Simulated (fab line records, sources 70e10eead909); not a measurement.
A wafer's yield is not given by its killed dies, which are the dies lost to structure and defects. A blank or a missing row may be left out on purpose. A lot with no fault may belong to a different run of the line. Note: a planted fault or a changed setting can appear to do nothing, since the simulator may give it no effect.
Check of tool commonality    flow nand_harc    Sampled: 10 lots, 30 wafers

WHY THIS WAS OPENED
At NHARC_END_SORT_01 the reading killed_dies is flagged on 2 of 10 lots. No-fault wafers: 32, standard deviation 9.
Rule: a lot is flagged when every wafer of it that has a number lies more than 4 standard deviations from that mean, or none has a number. All remaining lots are regarded as sound.

lot   measured      on         killed_dies, wafer by wafer  flag
L313  day 20 12:23  prober-02  30 26 39                     
L314  day 20 19:25  prober-02  25 25 25                     
L316  day 21 07:46  prober-02  677 677 677                  FLAGGED
L317  day 21 13:59  prober-02  677 677 677                  FLAGGED
L323  day 22 13:37  prober-02  30 34 31                     
L325  day 23 22:34  prober-02  39 40 46                     
L327  day 24 12:34  prober-02  39 39 40                     
L322  day 24 21:59  prober-02  37 44 42                     
L328  day 25 04:08  prober-02  45 58 48                     
L329  day 25 21:22  prober-02  29 26 27                     
The numbers of the flagged lots are 677 on average: +645 against the usual, or +72 standard deviations.

WHICH TOOL RAN EACH LOT
2 process steps preceding the reading are held in the record, out of 1159 steps in the route. In each cell: the tool, then ch and the chambers that the sampled wafers went through, then the start.
lot   flag     NHARC_A_CONTACT_DEP_29           NHARC_A_CONTACT_ETCH_49
L313           pecvd-01 ch 1,2, day 16 22:29    rie_diel-06 ch 0,2,3, day 20 12:23 or earlier
L314           pecvd-03 ch 0,1,2, day 17 01:02  rie_diel-13 ch 0,1,3, day 20 19:25 or earlier
L316  FLAGGED  pecvd-01 ch 0,1,2, day 18 06:07  rie_diel-06 ch 0,1, day 21 07:46 or earlier
L317  FLAGGED  pecvd-04 ch 0,1,2, day 18 06:34  rie_diel-09 ch 0,1,2, day 21 13:59 or earlier
L323           pecvd-04 ch 0,1, day 19 03:53    rie_diel-13 ch 0,1,3, day 22 13:37 or earlier
L325           pecvd-01 ch 1,2, day 19 22:45    rie_diel-06 ch 0,2, day 23 22:34 or earlier
L327           pecvd-03 ch 0,1, day 20 07:25    rie_diel-06 ch 0,1,3, day 24 12:34 or earlier
L322           pecvd-04 ch 0,1, day 20 05:57    rie_diel-06 ch 0,3, day 24 21:59 or earlier
L328           pecvd-03 ch 0,2, day 20 10:01    rie_diel-06 ch 0,1,3, day 25 04:08 or earlier
L329           pecvd-01 ch 0,1, day 21 16:05    rie_diel-09 ch 0,1,2, day 25 21:22 or earlier
What is done by these steps:
- NHARC_A_CONTACT_DEP_29: deposits SiON, target thk 70 nm.
- NHARC_A_CONTACT_ETCH_49: etches the open film in N2/H2, target depth 260 nm, time 475.3 s.
- NHARC_END_SORT_01

FLAGGED OVER TOTAL, TOOL BY TOOL (the gauges that took the reading come last)
step                     tool         lots run  flagged  share of the flagged lots  sound lots run after its first flagged lot
NHARC_A_CONTACT_DEP_29   pecvd-01     4         1        some                       2 (L325,L329)
NHARC_A_CONTACT_DEP_29   pecvd-03     3         0        none                       -
NHARC_A_CONTACT_DEP_29   pecvd-04     3         1        some                       2 (L323,L322)
NHARC_A_CONTACT_ETCH_49  rie_diel-06  6         1        some                       4 (L325,L322,L327,L328)
NHARC_A_CONTACT_ETCH_49  rie_diel-09  2         1        some                       1 (L329)
NHARC_A_CONTACT_ETCH_49  rie_diel-13  2         0        none                       -
NHARC_END_SORT_01        prober-02    10        2        all                        6 (L323,L325,L327,L322,L328,L329)
Because NHARC_A_CONTACT_ETCH_49 lacks a start for some lots, the hours and order of its lots are taken from NHARC_END_SORT_01.

WHAT THE TABLE PERMITS
All flagged lots share 1 row of the table, namely prober-02 at NHARC_END_SORT_01.
- prober-02 at NHARC_END_SORT_01 ran 10 lots, 2 of them flagged. Sound lots ran on it after the first flagged one (L323, L325, L327, L322, L328, L329), which a lasting fault on the whole tool wouldn't allow.
There is no row in the table that ran each flagged lot and no sound lot after the first.

WHAT HAD BEEN PUT IN BY THE SIMULATOR
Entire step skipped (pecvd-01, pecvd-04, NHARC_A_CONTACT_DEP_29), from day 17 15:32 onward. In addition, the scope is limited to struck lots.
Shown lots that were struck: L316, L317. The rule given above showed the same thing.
